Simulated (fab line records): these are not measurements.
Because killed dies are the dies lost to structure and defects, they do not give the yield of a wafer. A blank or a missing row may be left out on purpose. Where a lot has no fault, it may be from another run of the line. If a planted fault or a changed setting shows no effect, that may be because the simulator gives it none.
Split-lot study :: flow n5 finfet :: on a route of 1938 steps: 7 lots, 39 wafers read

THE SPLIT
At N5_BEOL_M2_DESCUM_16 (chemistry O2, time 7 s), the setting time s was moved away from the recipe's 7 s on 12 of the 39 wafers read, by -56.4% to -33.3%. All remaining wafers had this setting at the recipe value.

THE PATH FROM SPLIT TO READING: the file shows 1 step between them
- N5_BEOL_M2_ETCH_74: etches underlayer in N2/H2, target depth 6.5 nm, time 5.2 s

THE READING
BEOL_M2.cd offset nm (the simulator's own value, which no gauge read), in nm, at N5_BEOL_M2_ETCH_63 (etches SiARC in CF4, target depth 15.6 nm, time 26 s). The file does not state a usual value for it. Average 0.0 nm, standard deviation 0.13 nm, over the 27 wafers here run with the recipe.

wafer: L076.3
tool, chamber at the split: rie diel-01, 0,3,2
time s as run, s: 7
against the recipe: recipe
BEOL_M2.cd offset nm, nm: 0
against lot-mates on the recipe: -

wafer: L076.5
tool, chamber at the split: rie diel-01, 0,3,2
time s as run, s: 7
against the recipe: recipe
BEOL_M2.cd offset nm, nm: 0
against lot-mates on the recipe: -

wafer: L076.4
tool, chamber at the split: rie diel-01, 0,3,2
time s as run, s: 7
against the recipe: recipe
BEOL_M2.cd offset nm, nm: -0.2
against lot-mates on the recipe: -

wafer: L080.1
tool, chamber at the split: rie diel-02, 3,2,3
time s as run, s: 7
against the recipe: recipe
BEOL_M2.cd offset nm, nm: 0
against lot-mates on the recipe: -

wafer: L080.4
tool, chamber at the split: rie diel-02, 3,2,3
time s as run, s: 7
against the recipe: recipe
BEOL_M2.cd offset nm, nm: 0
against lot-mates on the recipe: -

wafer: L080.5
tool, chamber at the split: rie diel-02, 3,2,3
time s as run, s: 7
against the recipe: recipe
BEOL_M2.cd offset nm, nm: 0
against lot-mates on the recipe: -

wafer: L080.2
tool, chamber at the split: rie diel-02, 1,0
time s as run, s: 3.052
against the recipe: -56.4%
BEOL_M2.cd offset nm, nm: -0.4
against lot-mates on the recipe: -0.4

wafer: L080.3
tool, chamber at the split: rie diel-02, 1,0
time s as run, s: 3.052
against the recipe: -56.4%
BEOL_M2.cd offset nm, nm: -0.4
against lot-mates on the recipe: -0.4

wafer: L080.6
tool, chamber at the split: rie diel-02, 2
time s as run, s: 3.052
against the recipe: -56.4%
BEOL_M2.cd offset nm, nm: -0.4
against lot-mates on the recipe: -0.4

wafer: L081.1
tool, chamber at the split: rie diel-03, 3,0,2
time s as run, s: 7
against the recipe: recipe
BEOL_M2.cd offset nm, nm: -0.2
against lot-mates on the recipe: -

wafer: L081.2
tool, chamber at the split: rie diel-03, 2,0,3
time s as run, s: 3.215
against the recipe: -54.1%
BEOL_M2.cd offset nm, nm: -0.6
against lot-mates on the recipe: -0.5

wafer: L081.5
tool, chamber at the split: rie diel-03, 2,0,3
time s as run, s: 3.215
against the recipe: -54.1%
BEOL_M2.cd offset nm, nm: -0.6
against lot-mates on the recipe: -0.5

wafer: L081.3
tool, chamber at the split: rie diel-03, 2,0,3
time s as run, s: 3.215
against the recipe: -54.1%
BEOL_M2.cd offset nm, nm: -0.4
against lot-mates on the recipe: -0.3

wafer: L081.4
tool, chamber at the split: rie diel-03, 3,0,2
time s as run, s: 7
against the recipe: recipe
BEOL_M2.cd offset nm, nm: 0
against lot-mates on the recipe: -

wafer: L081.6
tool, chamber at the split: rie diel-03, 3,0,2
time s as run, s: 7
against the recipe: recipe
BEOL_M2.cd offset nm, nm: 0
against lot-mates on the recipe: -

wafer: L089.1
tool, chamber at the split: rie diel-01, 2,3,0
time s as run, s: 4.536
against the recipe: -35.2%
BEOL_M2.cd offset nm, nm: 0
against lot-mates on the recipe: -0.2

wafer: L089.6
tool, chamber at the split: rie diel-01, 2,3,0
time s as run, s: 4.536
against the recipe: -35.2%
BEOL_M2.cd offset nm, nm: 0
against lot-mates on the recipe: -0.2

wafer: L089.2
tool, chamber at the split: rie diel-01, 2,3,0
time s as run, s: 4.536
against the recipe: -35.2%
BEOL_M2.cd offset nm, nm: -0.2
against lot-mates on the recipe: -0.4

wafer: L089.3
tool, chamber at the split: rie diel-01, 1,0,1
time s as run, s: 7
against the recipe: recipe
BEOL_M2.cd offset nm, nm: 0.2
against lot-mates on the recipe: -

wafer: L089.4
tool, chamber at the split: rie diel-01, 1,0,1
time s as run, s: 7
against the recipe: recipe
BEOL_M2.cd offset nm, nm: 0.2
against lot-mates on the recipe: -

wafer: L089.5
tool, chamber at the split: rie diel-01, 1,0,1
time s as run, s: 7
against the recipe: recipe
BEOL_M2.cd offset nm, nm: 0.2
against lot-mates on the recipe: -

wafer: L091.1
tool, chamber at the split: rie diel-02, 2
time s as run, s: 7
against the recipe: recipe
BEOL_M2.cd offset nm, nm: 0.2
against lot-mates on the recipe: -

wafer: L091.4
tool, chamber at the split: rie diel-02, 0,3,1,0,1
time s as run, s: 7
against the recipe: recipe
BEOL_M2.cd offset nm, nm: 0.2
against lot-mates on the recipe: -

wafer: L091.6
tool, chamber at the split: rie diel-02, 0,3,1,0,1
time s as run, s: 7
against the recipe: recipe
BEOL_M2.cd offset nm, nm: 0.2
against lot-mates on the recipe: -

wafer: L091.2
tool, chamber at the split: rie diel-02, 0,3,1,0,1
time s as run, s: 7
against the recipe: recipe
BEOL_M2.cd offset nm, nm: 0
against lot-mates on the recipe: -

wafer: L091.3
tool, chamber at the split: rie diel-02, 0,3,1,0,1
time s as run, s: 7
against the recipe: recipe
BEOL_M2.cd offset nm, nm: 0
against lot-mates on the recipe: -

wafer: L091.5
tool, chamber at the split: rie diel-02, 0,3,1,0,1
time s as run, s: 7
against the recipe: recipe
BEOL_M2.cd offset nm, nm: 0
against lot-mates on the recipe: -

wafer: L094.1
tool, chamber at the split: rie diel-01, 1,3,0,2,0,1
time s as run, s: 7
against the recipe: recipe
BEOL_M2.cd offset nm, nm: 0
against lot-mates on the recipe: -

wafer: L094.2
tool, chamber at the split: rie diel-01, 1,3,0,2,0,1
time s as run, s: 7
against the recipe: recipe
BEOL_M2.cd offset nm, nm: 0
against lot-mates on the recipe: -

wafer: L094.3
tool, chamber at the split: rie diel-01, 1,3,0,2,0,1
time s as run, s: 7
against the recipe: recipe
BEOL_M2.cd offset nm, nm: 0
against lot-mates on the recipe: -

wafer: L094.4
tool, chamber at the split: rie diel-01, 1,3,0,2,0,1
time s as run, s: 7
against the recipe: recipe
BEOL_M2.cd offset nm, nm: 0
against lot-mates on the recipe: -

wafer: L094.6
tool, chamber at the split: rie diel-01, 1,3,0,2,0,1
time s as run, s: 7
against the recipe: recipe
BEOL_M2.cd offset nm, nm: 0
against lot-mates on the recipe: -

wafer: L094.5
tool, chamber at the split: rie diel-01, 1,3,0,2,0,1
time s as run, s: 7
against the recipe: recipe
BEOL_M2.cd offset nm, nm: 0.2
against lot-mates on the recipe: -

wafer: L095.1
tool, chamber at the split: rie diel-01, 3,0
time s as run, s: 4.671
against the recipe: -33.3%
BEOL_M2.cd offset nm, nm: -0.6
against lot-mates on the recipe: -0.4

wafer: L095.2
tool, chamber at the split: rie diel-01, 3,0
time s as run, s: 4.671
against the recipe: -33.3%
BEOL_M2.cd offset nm, nm: -0.6
against lot-mates on the recipe: -0.4

wafer: L095.3
tool, chamber at the split: rie diel-01, 2,1
time s as run, s: 7
against the recipe: recipe
BEOL_M2.cd offset nm, nm: -0.2
against lot-mates on the recipe: -

wafer: L095.5
tool, chamber at the split: rie diel-01, 2,1
time s as run, s: 7
against the recipe: recipe
BEOL_M2.cd offset nm, nm: -0.2
against lot-mates on the recipe: -

wafer: L095.6
tool, chamber at the split: rie diel-01, 2
time s as run, s: 7
against the recipe: recipe
BEOL_M2.cd offset nm, nm: -0.2
against lot-mates on the recipe: -

wafer: L095.4
tool, chamber at the split: rie diel-01, 1
time s as run, s: 4.671
against the recipe: -33.3%
BEOL_M2.cd offset nm, nm: -0.4
against lot-mates on the recipe: -0.2
Rows listing several chambers each stand for several wafers; the file does not say which wafer went through which chamber.

THE FIT
A straight line over all 39 wafers: BEOL_M2.cd offset nm changes by +0.00872 nm for each +1% of time s; r = +0.77; the points scatter about the line by 0.16 nm.
The same after taking each lot's own level away (the mean of its wafers on the recipe; 39 wafers): +0.00803 nm for each +1%; r = +0.91; scatter 0.083 nm.
That fit puts the effect of the largest move of time s on the reading at 0.45 nm.
From -0.20 to 0.20 nm: that is the span of the lots' own levels, equal to 3.0 times the standard deviation above.
So the lot-to-lot level blurs the effect unless lot-mates are compared.
Check: for one of the wafers moved furthest among these (-56.4%), held out of the fit, the line's prediction against its lot-mates is -0.463 nm. It came out at -0.4 nm against them.

OTHER SPLITS ON THESE WAFERS
Before the reading, these wafers also passed through other splits. Each is held against what the fit with the lots' levels taken away leaves over:
other split on the same wafers: N5_FIN_SAQP_ETCH_65 time s
wafers away from the commonest value: 12
r with BEOL_M2.cd offset nm (lot level and that fit taken away): +0.15

other split on the same wafers: N5_SD_EPI_P_EPI_21 time s
wafers away from the commonest value: 18
r with BEOL_M2.cd offset nm (lot level and that fit taken away): -0.12

other split on the same wafers: N5_HKMG_FIN_ALD_21 ald cycles
wafers away from the commonest value: 15
r with BEOL_M2.cd offset nm (lot level and that fit taken away): +0.02

other split on the same wafers: N5_MOL_CONTACT_COAG_ALD_133 ald cycles
wafers away from the commonest value: 15
r with BEOL_M2.cd offset nm (lot level and that fit taken away): -0.11

THE WHOLE CHAIN: every reading that the file lists as answering this split, in the file's order
step: N5_BEOL_M2_DESCUM_16
what it does: chemistry O2, time 7 s
reading: CAR-EUV_of_BEOL_M2_COAT_05.thk nm (the simulator's own value, which no gauge read)
change (the file's fit): -0.0341 nm for each +1% of the setting
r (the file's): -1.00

step: N5_BEOL_M2_ETCH_63
what it does: etches SiARC in CF4, target depth 15.6 nm, time 26 s
reading: BEOL_M2.cd offset nm (the simulator's own value, which no gauge read)
change (the file's fit): +0.00808 nm for each +1% of the setting
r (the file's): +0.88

THE FILE'S OWN FIT
BEOL_M2.cd offset nm changes by +0.00808 nm for each +1% of time s, r = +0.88.
